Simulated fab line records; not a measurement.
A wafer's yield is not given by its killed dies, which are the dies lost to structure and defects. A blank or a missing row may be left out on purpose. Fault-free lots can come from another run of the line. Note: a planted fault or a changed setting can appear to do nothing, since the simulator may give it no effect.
Chamber matching ; flow nand harc ; NHARC_A_WL_FILL_ALD_10 on ald hk-02: 4 sister chambers
The step deposits SiO2, target thk 50 nm, pulse time 10 s, ald cycles 500. 4 wafers are shown with their chamber, then 12 later ones without.

== WAFERS PAIRED WITH THEIR CHAMBERS ==
wafer;chamber;heater power w (W)
L087.2;0;461
L087.3;3;468
L089.3;1;468
L089.6;2;440

== WAFERS MISSING THEIR CHAMBER ==
wafer;heater power w (W)
L091.3;469
L091.4;442
L091.2;465
L093.1;479
L093.5;467
L093.6;437
L095.2;405
L095.3;474
L095.6;465
L097.2;474
L097.3;480
L097.5;465

== EACH ONE'S CHAMBER ==
wafer;from the rows above;in truth
L091.3;can't be placed: 1 or 3 or 0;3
L091.4;can't be placed: 2 or 0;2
L091.2;can't be placed: 1 or 3 or 0 or 2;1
L093.1;can't be placed: 1 or 3 or 0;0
L093.5;can't be placed: 1 or 3 or 0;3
L093.6;can't be placed: 2 or 0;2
L095.2;can't be placed: 2 or 0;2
L095.3;can't be placed: 1 or 3 or 0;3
L095.6;can't be placed: 1 or 3 or 0 or 2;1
L097.2;can't be placed: 1 or 3 or 0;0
L097.3;can't be placed: 1 or 3 or 0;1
L097.5;can't be placed: 1 or 3 or 0 or 2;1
Placed correctly: 0 of 12. Unplaceable from these rows: 12, with the true chamber sitting among the candidates in 12. 0 placed wrongly.
How it was worked out, from the rows above alone: a wafer's distance from a chamber is the root of the sum, over the readings, of the square of ((its reading less the chamber's mean) divided by the reading's scatter). If the next closest chamber is less than 2 further off than the closest, the wafer can't be placed; otherwise it belongs to the closest. The mean given for a chamber averages the wafers shown for that chamber. The scatter (one wafer shown for each chamber): square how far every hidden wafer sits from the nearest shown wafer, average those squares and take the square root.
